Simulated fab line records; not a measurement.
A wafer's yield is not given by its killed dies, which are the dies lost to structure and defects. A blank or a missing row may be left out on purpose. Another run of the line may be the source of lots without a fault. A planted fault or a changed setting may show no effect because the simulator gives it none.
Which of the tools did it?	flow nand_harc	36 wafers from 12 lots sampled at 5 of the route's 1159 steps

== WHAT THE GAUGES SHOWED, per wafer ==
NHARC_P_BONDPAD_INSPECT_23. Usual: raw_defect_count 323, standard deviation 130.
lot	measured	on	raw_defect_count	flag
L464	day 6 06:13	defect_inspect-02	211 182 258	
L465	day 7 10:37	defect_inspect-02	176 283 471	
L470	day 8 04:11	defect_inspect-01	332 318 208	
L472	day 8 09:34	defect_inspect-02	486 512 455	
L476	day 9 16:29	defect_inspect-01	373 351 192	
L474	day 9 17:47	defect_inspect-02	212 308 260	
L479	day 10 07:59	defect_inspect-01	303 347 297	
L481	day 10 15:14	defect_inspect-01	281 252 480	
L483	day 11 00:20	defect_inspect-02	402 364 334	
L484	day 11 06:29	defect_inspect-01	365 345 261	
L486	day 11 17:52	defect_inspect-02	291 282 313	
L487	day 12 20:20	defect_inspect-02	216 247 322	

NHARC_A_ONON_D1_THK_MEAS_18: measures by ellipsometry. Usual: thk_nm 1000 nm, standard deviation 7.3.
lot	measured	on	thk_nm (nm)	flag
L464	day 7 19:09	film_metro-02	1005 1004 1004	
L465	day 8 20:10	film_metro-02	999 1000 1000	
L470	day 9 12:07	film_metro-02	1007 1004 1006	
L472	day 9 18:50	film_metro-02	1007 1007 1003	
L476	day 11 01:44	film_metro-01	1849 1847 1847 1847 1847 1848	OFF
L474	day 11 01:44	film_metro-02	997 996 998	
L479	day 11 15:21	film_metro-01	1840 1840 1839 1840 1840 1840	OFF
L481	day 11 23:52	film_metro-01	997 995 995	
L483	day 12 10:40	film_metro-01	1001 999 1001	
L484	day 12 16:55	film_metro-02	988 989 990	
L486	day 13 03:53	film_metro-01	1004 1002 1001	
L487	day 14 06:33	film_metro-02	1006 1005 1004	

== TOOL THAT RAN EACH LOT (tool first, then ch and the chambers of the sampled wafers, then the start) ==
lot	NHARC_P_BONDPAD_ANNEAL_28	NHARC_A_ZERO_WELL_ETCH_19	NHARC_A_ONON_D1_DEP_16
L464	rtp_anneal-02 ch 0, day 6 05:20	rie_diel-05 ch 1,3, day 6 07:47	pecvd_onon-02 ch 0, day 7 18:38
L465	rtp_anneal-01 ch 0, day 7 09:47	rie_diel-01 ch 0,1,3, day 7 12:13	pecvd_onon-02 ch 0, day 8 19:43
L470	rtp_anneal-02 ch 0, day 8 03:19	rie_diel-05 ch 1,3, day 8 05:37	pecvd_onon-02 ch 0, day 9 11:36
L472	rtp_anneal-01 ch 0, day 8 08:41	rie_diel-07 ch 1,3, day 8 11:07	pecvd_onon-01 ch 0, day 9 18:20
L476	rtp_anneal-02 ch 0, day 9 15:40	rie_diel-05 ch 0,2,3, day 9 17:58	pecvd_onon-02 ch 0, day 11 01:17
L474	rtp_anneal-01 ch 0, day 9 16:53	rie_diel-07 ch 1,2,3, day 9 19:22	pecvd_onon-01 ch 0, day 11 01:13
L479	rtp_anneal-02 ch 0, day 10 07:06	rie_diel-01 ch 0,1,3, day 10 09:36	pecvd_onon-02 ch 0, day 11 14:50
L481	rtp_anneal-02 ch 0, day 10 14:28	rie_diel-01 ch 0,1, day 10 16:49	pecvd_onon-04 ch 0, day 11 23:28
L483	rtp_anneal-01 ch 0, day 10 23:29	rie_diel-01 ch 0,1,3, day 11 01:47	pecvd_onon-01 ch 0, day 12 10:13
L484	rtp_anneal-01 ch 0, day 11 05:36	rie_diel-01 ch 1,2, day 11 08:02	pecvd_onon-01 ch 0, day 12 16:24
L486	rtp_anneal-02 ch 0, day 11 16:58	rie_diel-05 ch 1,3, day 11 19:25	pecvd_onon-04 ch 0, day 13 03:23
L487	rtp_anneal-02 ch 0, day 12 19:28	rie_diel-05 ch 1,2,3, day 12 21:54	pecvd_onon-04 ch 0, day 14 06:02
- NHARC_P_BONDPAD_ANNEAL_28: time 90 s.
- NHARC_A_ZERO_WELL_ETCH_19: etches the open film in N2/H2, target depth 80 nm, overetch 24 nm, time 87.88 s.
- NHARC_A_ONON_D1_DEP_16: target thk 1000 nm.

== AS READ BY THE TOOLS THEMSELVES (means over the sampled wafers that have a number; for cases with no such wafer, the mark the record gives instead) ==
NHARC_P_BONDPAD_ANNEAL_28. Usual: wafer_temp_C_max 225.75, standard deviation 0.25.
lot	tool	wafer_temp_C_max	flag
L464	rtp_anneal-02	225.59	
L465	rtp_anneal-01	225.85	
L470	rtp_anneal-02	225.50	
L472	rtp_anneal-01	226.15	
L476	rtp_anneal-02	225.56	
L474	rtp_anneal-01	225.87	
L479	rtp_anneal-02	225.72	
L481	rtp_anneal-02	225.77	
L483	rtp_anneal-01	226.03	
L484	rtp_anneal-01	225.88	
L486	rtp_anneal-02	225.58	
L487	rtp_anneal-02	225.70	

NHARC_A_ZERO_WELL_ETCH_19. Usual: drypump_motor_current_A 5.7 A, standard deviation 0.42; oes_product_au 0.997 a.u., standard deviation 0.012; rf_fwd_power_W 396.6 W, standard deviation 1.5; rf_vpp_V 430.4 V, standard deviation 2.2; showerhead_plenum_p_Torr 2.04 Torr, standard deviation 0.077; throttle_valve_pct 14.173 %, standard deviation 0.0095.
lot	tool	drypump_motor_current_A (A)	oes_product_au (a.u.)	rf_fwd_power_W (W)	rf_vpp_V (V)	showerhead_plenum_p_Torr (Torr)	throttle_valve_pct (%)	flag
L464	rie_diel-05	5.4	0.999	397.4	432.5	2.11	14.170	
L465	rie_diel-01	5.7	0.996	396.1	430.0	2.01	14.163	
L470	rie_diel-05	5.4	0.992	397.9	432.5	2.11	14.178	
L472	rie_diel-07	5.4	1.004	397.8	432.8	2.12	14.179	
L476	rie_diel-05	5.9	0.995	396.5	431.2	2.06	14.171	
L474	rie_diel-07	5.5	1.006	397.2	433.6	2.13	14.172	
L479	rie_diel-01	5.7	0.985	395.3	429.7	2.00	14.171	
L481	rie_diel-01	5.5	1.003	395.7	428.3	1.96	14.175	
L483	rie_diel-01	5.7	0.994	397.2	429.9	2.00	14.172	
L484	rie_diel-01	5.4	0.998	397.4	427.9	1.93	14.169	
L486	rie_diel-05	5.4	0.996	397.6	432.3	2.11	14.168	
L487	rie_diel-05	5.9	0.995	397.7	431.0	2.07	14.170	

NHARC_A_ONON_D1_DEP_16. Usual: nh3_flow_sccm 499.6 sccm, standard deviation 1.5; sih4_flow_sccm 210.1 sccm, standard deviation 0.65.
lot	tool	nh3_flow_sccm (sccm)	sih4_flow_sccm (sccm)	flag
L464	pecvd_onon-02	498.7	210.4	
L465	pecvd_onon-02	500.4	210.9	
L470	pecvd_onon-02	497.6	209.6	
L472	pecvd_onon-01	499.3	209.6	
L476	pecvd_onon-02	501.2	209.7	
L474	pecvd_onon-01	498.6	210.4	
L479	pecvd_onon-02	498.8	210.2	
L481	pecvd_onon-04	499.0	210.3	
L483	pecvd_onon-01	498.4	210.3	
L484	pecvd_onon-01	500.8	210.3	
L486	pecvd_onon-04	498.3	210.0	
L487	pecvd_onon-04	500.1	211.3	

== THE ANSWER, worked out from the rows above alone ==
Rule: lot off if the mean of its wafers having a number is beyond 3 standard deviations from the usual mean. Also off: a lot with no number at a reading for which 4 or more lots have one. Any other lot the step has rows for is counted as sound. The gauges are gone through in route order, then the tools' own readings, and for those a lot's mean is taken as printed above. At the first step where some lot is off, the reading lying furthest off is the one used; lots without a number count as furthest.
Off at NHARC_A_ONON_D1_THK_MEAS_18 (thk_nm): L476, L479.
If a tool, at a process step before that reading, ran all the lots that are off and no sound lot after the first of them, it fits. Those tools and the gauges at NHARC_A_ONON_D1_THK_MEAS_18 are tried in the same way. One candidate fits, namely pecvd_onon-02 at NHARC_A_ONON_D1_DEP_16. A fault onset in the window from L470 (day 9 11:36, its last sound lot) to L476 (day 11 01:17, its first lot off) fits.

== WHAT THE SIMULATOR PUT IN ==
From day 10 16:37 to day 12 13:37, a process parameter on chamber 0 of pecvd_onon-02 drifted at NHARC_A_ONON_D1_DEP_16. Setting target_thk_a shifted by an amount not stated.
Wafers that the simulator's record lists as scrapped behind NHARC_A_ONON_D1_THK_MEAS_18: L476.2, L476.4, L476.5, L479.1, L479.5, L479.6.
Struck lots among those shown: L476, L479. The rule above found the same.
